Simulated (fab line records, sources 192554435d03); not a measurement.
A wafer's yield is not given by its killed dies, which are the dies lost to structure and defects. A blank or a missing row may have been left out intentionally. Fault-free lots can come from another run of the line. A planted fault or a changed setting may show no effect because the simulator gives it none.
Which tool is to blame? / flow n5_finfet / 21 lots, 63 wafers sampled, at 4 steps of a route of 1938

## WHAT EACH GAUGE READ, for each wafer
N5_BEOL_M3_OVL_MEAS_12. Usual: for M3_OVL the level is -0.3 nm and the standard deviation is 0.63.
lot=L075; measured=day 7 00:05; on=overlay-02; M3_OVL (nm)=0.6 -0.6 -0.1; flag=
lot=L074; measured=day 7 00:17; on=overlay-02; M3_OVL (nm)=-0.5 0.0 -0.4; flag=
lot=L076; measured=day 7 07:22; on=overlay-02; M3_OVL (nm)=0.4 0.0 0.1; flag=
lot=L077; measured=day 7 18:17; on=overlay-02; M3_OVL (nm)=-1.3 -1.5 -1.3; flag=
lot=L078; measured=day 7 21:08; on=overlay-02; M3_OVL (nm)=0.2 -0.4 -0.3; flag=
lot=L080; measured=day 8 15:05; on=overlay-01; M3_OVL (nm)=-0.4 -0.2 -0.4; flag=
lot=L081; measured=day 8 19:20; on=overlay-01; M3_OVL (nm)=0.2 0.4 -0.4; flag=
lot=L082; measured=day 8 20:35; on=overlay-01; M3_OVL (nm)=0.5 0.2 -0.7; flag=
lot=L083; measured=day 9 01:40; on=overlay-02; M3_OVL (nm)=0.4 -0.7 -0.2; flag=
lot=L084; measured=day 9 04:20; on=overlay-01; M3_OVL (nm)=-0.3 -0.8 -0.7; flag=
lot=L086; measured=day 9 21:55; on=overlay-02; M3_OVL (nm)=0.2 0.0 -0.5; flag=
lot=L085; measured=day 10 04:31; on=overlay-01; M3_OVL (nm)=-0.2 0.7 -0.2; flag=
lot=L087; measured=day 10 05:00; on=overlay-02; M3_OVL (nm)=-0.3 -1.2 -0.4; flag=
lot=L088; measured=day 10 10:11; on=overlay-01; M3_OVL (nm)=-0.5 -0.8 -0.7; flag=
lot=L089; measured=day 10 21:23; on=overlay-02; M3_OVL (nm)=0.1 -1.1 0.1; flag=
lot=L090; measured=day 11 00:43; on=overlay-01; M3_OVL (nm)=-0.2 -0.5 -1.3; flag=
lot=L091; measured=day 11 05:21; on=overlay-01; M3_OVL (nm)=-0.5 -0.3 -0.8; flag=
lot=L093; measured=day 11 21:58; on=overlay-01; M3_OVL (nm)=0.5 0.3 0.7; flag=
lot=L094; measured=day 12 09:17; on=overlay-02; M3_OVL (nm)=0.7 0.2 -0.7; flag=
lot=L095; measured=day 12 18:03; on=overlay-01; M3_OVL (nm)=-2.1 -1.0 -0.1; flag=
lot=L097; measured=day 13 10:38; on=overlay-01; M3_OVL (nm)=0.8 0.1 0.1; flag=

N5_BEOL_M3_CD_MEAS_18: pitch 36 nm, target cd 18 nm. Usual: cd_nm 17.8 nm, standard deviation 0.44.
lot=L075; measured=day 7 00:38; on=cd_sem-01; cd_nm (nm)=18.1 17.5 18.2; flag=
lot=L074; measured=day 7 00:50; on=cd_sem-03; cd_nm (nm)=17.4 17.5 17.7; flag=
lot=L076; measured=day 7 07:53; on=cd_sem-03; cd_nm (nm)=18.1 18.2 17.8; flag=
lot=L077; measured=day 7 18:49; on=cd_sem-02; cd_nm (nm)=17.9 17.2 17.4; flag=
lot=L078; measured=day 7 21:40; on=cd_sem-03; cd_nm (nm)=17.1 17.9 18.2; flag=
lot=L080; measured=day 8 16:13; on=cd_sem-02; cd_nm (nm)=17.3 17.7 17.0; flag=
lot=L081; measured=day 8 19:52; on=cd_sem-01; cd_nm (nm)=17.7 17.9 18.4; flag=
lot=L082; measured=day 8 21:06; on=cd_sem-02; cd_nm (nm)=18.4 17.7 18.1; flag=
lot=L083; measured=day 9 02:11; on=cd_sem-01; cd_nm (nm)=17.6 18.0 17.9; flag=
lot=L084; measured=day 9 04:52; on=cd_sem-03; cd_nm (nm)=18.3 18.7 18.1; flag=
lot=L086; measured=day 9 23:19; on=cd_sem-03; cd_nm (nm)=18.0 17.7 17.7; flag=
lot=L085; measured=day 10 05:15; on=cd_sem-02; cd_nm (nm)=18.0 17.9 18.6; flag=
lot=L087; measured=day 10 05:32; on=cd_sem-01; cd_nm (nm)=18.4 18.5 18.1; flag=
lot=L088; measured=day 10 10:47; on=cd_sem-01; cd_nm (nm)=17.6 18.0 17.8; flag=
lot=L089; measured=day 10 21:55; on=cd_sem-02; cd_nm (nm)=18.1 18.0 17.1; flag=
lot=L090; measured=day 11 01:48; on=cd_sem-03; cd_nm (nm)=17.6 17.6 18.1; flag=
lot=L091; measured=day 11 05:59; on=cd_sem-02; cd_nm (nm)=17.2 17.8 16.7; flag=
lot=L093; measured=day 11 22:32; on=cd_sem-01; cd_nm (nm)=18.2 17.4 18.2; flag=
lot=L094; measured=day 12 09:48; on=cd_sem-01; cd_nm (nm)=18.2 18.3 18.7; flag=
lot=L095; measured=day 12 18:57; on=cd_sem-01; cd_nm (nm)=17.4 17.2 17.7; flag=
lot=L097; measured=day 13 11:13; on=cd_sem-01; cd_nm (nm)=17.9 18.3 18.6; flag=

## WHAT TOOL EACH LOT RAN ON (gives the tool, then ch and the chambers of the sampled wafers, and finally the start)
lot=L075; N5_BEOL_M3_ETCH_63=rie_diel-02 ch 0,1, day 7 00:14; N5_BEOL_M3_STRIP_19=rie_diel-03 ch 1,2, day 7 00:34
lot=L074; N5_BEOL_M3_ETCH_63=rie_diel-02 ch 0,1, day 7 00:28; N5_BEOL_M3_STRIP_19=rie_diel-01 ch 1,2,3, day 7 00:46
lot=L076; N5_BEOL_M3_ETCH_63=rie_diel-03 ch 0,1,3, day 7 07:31; N5_BEOL_M3_STRIP_19=rie_diel-02 ch 0,1,2, day 7 07:49
lot=L077; N5_BEOL_M3_ETCH_63=rie_diel-02 ch 0,2, day 7 18:26; N5_BEOL_M3_STRIP_19=rie_diel-01 ch 2,3, day 7 18:44
lot=L078; N5_BEOL_M3_ETCH_63=rie_diel-02 ch 2,3, day 7 21:17; N5_BEOL_M3_STRIP_19=rie_diel-02 ch 0,2,3, day 7 21:35
lot=L080; N5_BEOL_M3_ETCH_63=rie_diel-03 ch 0,1, day 8 15:46; N5_BEOL_M3_STRIP_19=rie_diel-01 ch 0,1,2, day 8 16:09
lot=L081; N5_BEOL_M3_ETCH_63=rie_diel-03 ch 0,1, day 8 19:29; N5_BEOL_M3_STRIP_19=rie_diel-03 ch 0,3, day 8 19:47
lot=L082; N5_BEOL_M3_ETCH_63=rie_diel-02 ch 1,2, day 8 20:43; N5_BEOL_M3_STRIP_19=rie_diel-03 ch 0,3, day 8 21:02
lot=L083; N5_BEOL_M3_ETCH_63=rie_diel-01 ch 1,3, day 9 01:48; N5_BEOL_M3_STRIP_19=rie_diel-01 ch 0,2, day 9 02:07
lot=L084; N5_BEOL_M3_ETCH_63=rie_diel-03 ch 0,1,3, day 9 04:29; N5_BEOL_M3_STRIP_19=rie_diel-03 ch 0,1,3, day 9 04:47
lot=L086; N5_BEOL_M3_ETCH_63=rie_diel-03 ch 0,1,3, day 9 22:44; N5_BEOL_M3_STRIP_19=rie_diel-03 ch 0,1,3, day 9 23:14
lot=L085; N5_BEOL_M3_ETCH_63=rie_diel-02 ch 0,1,2, day 10 04:50; N5_BEOL_M3_STRIP_19=rie_diel-01 ch 1,2, day 10 05:11
lot=L087; N5_BEOL_M3_ETCH_63=rie_diel-02 ch 0,1,2, day 10 05:09; N5_BEOL_M3_STRIP_19=rie_diel-02 ch 1,3, day 10 05:28
lot=L088; N5_BEOL_M3_ETCH_63=rie_diel-03 ch 0,1,3, day 10 10:19; N5_BEOL_M3_STRIP_19=rie_diel-01 ch 2,3, day 10 10:43
lot=L089; N5_BEOL_M3_ETCH_63=rie_diel-02 ch 1,2, day 10 21:32; N5_BEOL_M3_STRIP_19=rie_diel-01 ch 0,3, day 10 21:50
lot=L090; N5_BEOL_M3_ETCH_63=rie_diel-03 ch 0,1,2, day 11 01:16; N5_BEOL_M3_STRIP_19=rie_diel-02 ch 0,3, day 11 01:44
lot=L091; N5_BEOL_M3_ETCH_63=rie_diel-02 ch 0,2,3, day 11 05:29; N5_BEOL_M3_STRIP_19=rie_diel-01 ch 1,3, day 11 05:55
lot=L093; N5_BEOL_M3_ETCH_63=rie_diel-01 ch 1,3, day 11 22:10; N5_BEOL_M3_STRIP_19=rie_diel-03 ch 0,1,2, day 11 22:28
lot=L094; N5_BEOL_M3_ETCH_63=rie_diel-03 ch 1,3, day 12 09:25; N5_BEOL_M3_STRIP_19=rie_diel-01 ch 0,3, day 12 09:44
lot=L095; N5_BEOL_M3_ETCH_63=rie_diel-03 ch 1,2, day 12 18:29; N5_BEOL_M3_STRIP_19=rie_diel-02 ch 1,2, day 12 18:53
lot=L097; N5_BEOL_M3_ETCH_63=rie_diel-01 ch 0,2,3, day 13 10:47; N5_BEOL_M3_STRIP_19=rie_diel-02 ch 0,3, day 13 11:09
- N5_BEOL_M3_ETCH_63: etches SiARC in CF4, target depth 15.6 nm, time 26 s.
- N5_BEOL_M3_STRIP_19: strips in O2.

## WHAT THE TOOLS THEMSELVES READ (means of the sampled wafers that have a number; where no wafer has one, the mark that the record gives instead)
N5_BEOL_M3_ETCH_63. Usual: drypump_motor_current_A 5.7 A (standard deviation 0.45); etch_rf_on_time_s 25.8 s (standard deviation 0.65); mfc_ar_sccm 100.0 sccm (standard deviation 0.31); oes_product_au 0.66 a.u. (standard deviation 0.073); rf_vpp_V 184.0 V (standard deviation 1.1); showerhead_plenum_p_Torr 2.13 Torr (standard deviation 0.075); throttle_valve_pct 15.67 % (standard deviation 0.25).
lot=L075; tool=rie_diel-02; drypump_motor_current_A (A)=5.9; etch_rf_on_time_s (s)=26.0; mfc_ar_sccm (sccm)=100.1; oes_product_au (a.u.)=0.66; rf_vpp_V (V)=184.1; showerhead_plenum_p_Torr (Torr)=2.12; throttle_valve_pct (%)=15.53; flag=
lot=L074; tool=rie_diel-02; drypump_motor_current_A (A)=5.9; etch_rf_on_time_s (s)=26.0; mfc_ar_sccm (sccm)=100.1; oes_product_au (a.u.)=0.67; rf_vpp_V (V)=183.5; showerhead_plenum_p_Torr (Torr)=2.12; throttle_valve_pct (%)=15.52; flag=
lot=L076; tool=rie_diel-03; drypump_motor_current_A (A)=5.5; etch_rf_on_time_s (s)=25.6; mfc_ar_sccm (sccm)=99.9; oes_product_au (a.u.)=0.63; rf_vpp_V (V)=183.9; showerhead_plenum_p_Torr (Torr)=2.12; throttle_valve_pct (%)=15.86; flag=
lot=L077; tool=rie_diel-02; drypump_motor_current_A (A)=5.4; etch_rf_on_time_s (s)=26.7; mfc_ar_sccm (sccm)=100.0; oes_product_au (a.u.)=0.68; rf_vpp_V (V)=183.2; showerhead_plenum_p_Torr (Torr)=2.08; throttle_valve_pct (%)=15.55; flag=
lot=L078; tool=rie_diel-02; drypump_motor_current_A (A)=5.5; etch_rf_on_time_s (s)=26.3; mfc_ar_sccm (sccm)=100.5; oes_product_au (a.u.)=0.71; rf_vpp_V (V)=184.4; showerhead_plenum_p_Torr (Torr)=2.18; throttle_valve_pct (%)=15.39; flag=
lot=L080; tool=rie_diel-03; drypump_motor_current_A (A)=5.7; etch_rf_on_time_s (s)=25.5; mfc_ar_sccm (sccm)=100.0; oes_product_au (a.u.)=0.63; rf_vpp_V (V)=184.1; showerhead_plenum_p_Torr (Torr)=2.15; throttle_valve_pct (%)=15.96; flag=
lot=L081; tool=rie_diel-03; drypump_motor_current_A (A)=5.7; etch_rf_on_time_s (s)=25.4; mfc_ar_sccm (sccm)=99.5; oes_product_au (a.u.)=0.64; rf_vpp_V (V)=183.7; showerhead_plenum_p_Torr (Torr)=2.09; throttle_valve_pct (%)=15.88; flag=
lot=L082; tool=rie_diel-02; drypump_motor_current_A (A)=6.0; etch_rf_on_time_s (s)=25.8; mfc_ar_sccm (sccm)=100.5; oes_product_au (a.u.)=0.62; rf_vpp_V (V)=184.1; showerhead_plenum_p_Torr (Torr)=2.10; throttle_valve_pct (%)=15.60; flag=
lot=L083; tool=rie_diel-01; drypump_motor_current_A (A)=6.6; etch_rf_on_time_s (s)=25.6; mfc_ar_sccm (sccm)=100.1; oes_product_au (a.u.)=0.61; rf_vpp_V (V)=182.8; showerhead_plenum_p_Torr (Torr)=2.11; throttle_valve_pct (%)=15.60; flag=
lot=L084; tool=rie_diel-03; drypump_motor_current_A (A)=5.4; etch_rf_on_time_s (s)=25.2; mfc_ar_sccm (sccm)=99.9; oes_product_au (a.u.)=0.63; rf_vpp_V (V)=184.0; showerhead_plenum_p_Torr (Torr)=2.12; throttle_valve_pct (%)=15.90; flag=
lot=L086; tool=rie_diel-03; drypump_motor_current_A (A)=5.5; etch_rf_on_time_s (s)=25.2; mfc_ar_sccm (sccm)=99.9; oes_product_au (a.u.)=0.63; rf_vpp_V (V)=184.0; showerhead_plenum_p_Torr (Torr)=2.12; throttle_valve_pct (%)=15.89; flag=
lot=L085; tool=rie_diel-02; drypump_motor_current_A (A)=5.7; etch_rf_on_time_s (s)=26.6; mfc_ar_sccm (sccm)=99.9; oes_product_au (a.u.)=0.64; rf_vpp_V (V)=183.5; showerhead_plenum_p_Torr (Torr)=2.08; throttle_valve_pct (%)=15.60; flag=
lot=L087; tool=rie_diel-02; drypump_motor_current_A (A)=5.7; etch_rf_on_time_s (s)=26.6; mfc_ar_sccm (sccm)=100.0; oes_product_au (a.u.)=0.64; rf_vpp_V (V)=183.9; showerhead_plenum_p_Torr (Torr)=2.09; throttle_valve_pct (%)=15.59; flag=
lot=L088; tool=rie_diel-03; drypump_motor_current_A (A)=5.5; etch_rf_on_time_s (s)=25.2; mfc_ar_sccm (sccm)=100.1; oes_product_au (a.u.)=0.62; rf_vpp_V (V)=183.2; showerhead_plenum_p_Torr (Torr)=2.11; throttle_valve_pct (%)=15.90; flag=
lot=L089; tool=rie_diel-02; drypump_motor_current_A (A)=6.0; etch_rf_on_time_s (s)=26.0; mfc_ar_sccm (sccm)=100.3; oes_product_au (a.u.)=0.61; rf_vpp_V (V)=183.1; showerhead_plenum_p_Torr (Torr)=2.09; throttle_valve_pct (%)=15.63; flag=
lot=L090; tool=rie_diel-03; drypump_motor_current_A (A)=5.6; etch_rf_on_time_s (s)=25.4; mfc_ar_sccm (sccm)=100.1; oes_product_au (a.u.)=0.62; rf_vpp_V (V)=184.0; showerhead_plenum_p_Torr (Torr)=2.14; throttle_valve_pct (%)=15.95; flag=
lot=L091; tool=rie_diel-02; drypump_motor_current_A (A)=5.4; etch_rf_on_time_s (s)=26.6; mfc_ar_sccm (sccm)=99.9; oes_product_au (a.u.)=0.67; rf_vpp_V (V)=184.1; showerhead_plenum_p_Torr (Torr)=2.13; throttle_valve_pct (%)=15.51; flag=
lot=L093; tool=rie_diel-01; drypump_motor_current_A (A)=6.6; etch_rf_on_time_s (s)=26.1; mfc_ar_sccm (sccm)=100.3; oes_product_au (a.u.)=0.58; rf_vpp_V (V)=183.2; showerhead_plenum_p_Torr (Torr)=2.10; throttle_valve_pct (%)=15.66; flag=
lot=L094; tool=rie_diel-03; drypump_motor_current_A (A)=5.5; etch_rf_on_time_s (s)=25.1; mfc_ar_sccm (sccm)=100.0; oes_product_au (a.u.)=0.62; rf_vpp_V (V)=183.6; showerhead_plenum_p_Torr (Torr)=2.05; throttle_valve_pct (%)=15.87; flag=
lot=L095; tool=rie_diel-03; drypump_motor_current_A (A)=5.4; etch_rf_on_time_s (s)=25.4; mfc_ar_sccm (sccm)=100.2; oes_product_au (a.u.)=0.78; rf_vpp_V (V)=184.0; showerhead_plenum_p_Torr (Torr)=2.14; throttle_valve_pct (%)=15.55; flag=
lot=L097; tool=rie_diel-01; drypump_motor_current_A (A)=6.0; etch_rf_on_time_s (s)=25.6; mfc_ar_sccm (sccm)=100.0; oes_product_au (a.u.)=0.71; rf_vpp_V (V)=184.2; showerhead_plenum_p_Torr (Torr)=2.15; throttle_valve_pct (%)=15.64; flag=

N5_BEOL_M3_STRIP_19. Usual: drypump_motor_current_A 5.8 A, standard deviation 0.5; oes_product_au 0.77 a.u., standard deviation 0.09; rf_vpp_V 3.6 V, standard deviation 0.47; showerhead_plenum_p_Torr 2.09 Torr, standard deviation 0.077; throttle_valve_pct 16.8 %, standard deviation 0.31.
lot=L075; tool=rie_diel-03; drypump_motor_current_A (A)=5.6; oes_product_au (a.u.)=0.74; rf_vpp_V (V)=3.4; showerhead_plenum_p_Torr (Torr)=2.07; throttle_valve_pct (%)=17.0; flag=
lot=L074; tool=rie_diel-01; drypump_motor_current_A (A)=6.3; oes_product_au (a.u.)=0.72; rf_vpp_V (V)=3.3; showerhead_plenum_p_Torr (Torr)=2.09; throttle_valve_pct (%)=16.9; flag=
lot=L076; tool=rie_diel-02; drypump_motor_current_A (A)=5.7; oes_product_au (a.u.)=0.78; rf_vpp_V (V)=3.6; showerhead_plenum_p_Torr (Torr)=2.05; throttle_valve_pct (%)=16.6; flag=
lot=L077; tool=rie_diel-01; drypump_motor_current_A (A)=6.0; oes_product_au (a.u.)=0.72; rf_vpp_V (V)=3.4; showerhead_plenum_p_Torr (Torr)=2.12; throttle_valve_pct (%)=17.2; flag=
lot=L078; tool=rie_diel-02; drypump_motor_current_A (A)=5.5; oes_product_au (a.u.)=0.82; rf_vpp_V (V)=3.7; showerhead_plenum_p_Torr (Torr)=2.11; throttle_valve_pct (%)=16.7; flag=
lot=L080; tool=rie_diel-01; drypump_motor_current_A (A)=6.0; oes_product_au (a.u.)=0.76; rf_vpp_V (V)=4.1; showerhead_plenum_p_Torr (Torr)=2.06; throttle_valve_pct (%)=16.7; flag=
lot=L081; tool=rie_diel-03; drypump_motor_current_A (A)=5.4; oes_product_au (a.u.)=0.72; rf_vpp_V (V)=4.0; showerhead_plenum_p_Torr (Torr)=2.13; throttle_valve_pct (%)=17.0; flag=
lot=L082; tool=rie_diel-03; drypump_motor_current_A (A)=5.3; oes_product_au (a.u.)=0.73; rf_vpp_V (V)=3.8; showerhead_plenum_p_Torr (Torr)=2.10; throttle_valve_pct (%)=17.0; flag=
lot=L083; tool=rie_diel-01; drypump_motor_current_A (A)=5.7; oes_product_au (a.u.)=0.77; rf_vpp_V (V)=3.3; showerhead_plenum_p_Torr (Torr)=2.10; throttle_valve_pct (%)=17.0; flag=
lot=L084; tool=rie_diel-03; drypump_motor_current_A (A)=5.5; oes_product_au (a.u.)=0.73; rf_vpp_V (V)=3.4; showerhead_plenum_p_Torr (Torr)=2.08; throttle_valve_pct (%)=17.0; flag=
lot=L086; tool=rie_diel-03; drypump_motor_current_A (A)=5.5; oes_product_au (a.u.)=0.73; rf_vpp_V (V)=3.7; showerhead_plenum_p_Torr (Torr)=2.08; throttle_valve_pct (%)=17.0; flag=
lot=L085; tool=rie_diel-01; drypump_motor_current_A (A)=6.0; oes_product_au (a.u.)=0.69; rf_vpp_V (V)=4.1; showerhead_plenum_p_Torr (Torr)=2.05; throttle_valve_pct (%)=17.0; flag=
lot=L087; tool=rie_diel-02; drypump_motor_current_A (A)=5.8; oes_product_au (a.u.)=0.82; rf_vpp_V (V)=3.7; showerhead_plenum_p_Torr (Torr)=2.19; throttle_valve_pct (%)=16.6; flag=
lot=L088; tool=rie_diel-01; drypump_motor_current_A (A)=6.0; oes_product_au (a.u.)=0.70; rf_vpp_V (V)=3.5; showerhead_plenum_p_Torr (Torr)=2.12; throttle_valve_pct (%)=17.2; flag=
lot=L089; tool=rie_diel-01; drypump_motor_current_A (A)=6.3; oes_product_au (a.u.)=0.77; rf_vpp_V (V)=4.2; showerhead_plenum_p_Torr (Torr)=2.16; throttle_valve_pct (%)=16.8; flag=
lot=L090; tool=rie_diel-02; drypump_motor_current_A (A)=5.4; oes_product_au (a.u.)=0.85; rf_vpp_V (V)=3.4; showerhead_plenum_p_Torr (Torr)=2.19; throttle_valve_pct (%)=16.6; flag=
lot=L091; tool=rie_diel-01; drypump_motor_current_A (A)=6.6; oes_product_au (a.u.)=0.68; rf_vpp_V (V)=3.9; showerhead_plenum_p_Torr (Torr)=2.04; throttle_valve_pct (%)=16.6; flag=
lot=L093; tool=rie_diel-03; drypump_motor_current_A (A)=5.5; oes_product_au (a.u.)=0.82; rf_vpp_V (V)=3.4; showerhead_plenum_p_Torr (Torr)=2.10; throttle_valve_pct (%)=16.9; flag=
lot=L094; tool=rie_diel-01; drypump_motor_current_A (A)=6.2; oes_product_au (a.u.)=0.75; rf_vpp_V (V)=3.7; showerhead_plenum_p_Torr (Torr)=2.16; throttle_valve_pct (%)=16.8; flag=
lot=L095; tool=rie_diel-02; drypump_motor_current_A (A)=6.0; oes_product_au (a.u.)=0.71; rf_vpp_V (V)=3.6; showerhead_plenum_p_Torr (Torr)=2.04; throttle_valve_pct (%)=16.7; flag=
lot=L097; tool=rie_diel-02; drypump_motor_current_A (A)=5.4; oes_product_au (a.u.)=0.82; rf_vpp_V (V)=3.7; showerhead_plenum_p_Torr (Torr)=2.12; throttle_valve_pct (%)=16.7; flag=

## THE ANSWER, worked out from the rows above alone
Rule: lot off if the mean of its wafers having a number is beyond 3 standard deviations from the usual mean. A lot without any number at a reading at which 4 lots or more have one is off too. Any other lot the step has rows for is counted as sound. After the gauges, taken in route order, come the tools' own readings; for these a lot's mean is taken, as printed above. At the first step where some lot is off, the reading lying furthest off is the one used; lots without a number count as furthest.
No lot is off on any of the readings shown, so nothing can be concluded from this.

## WHAT WAS PUT IN BY THE SIMULATOR
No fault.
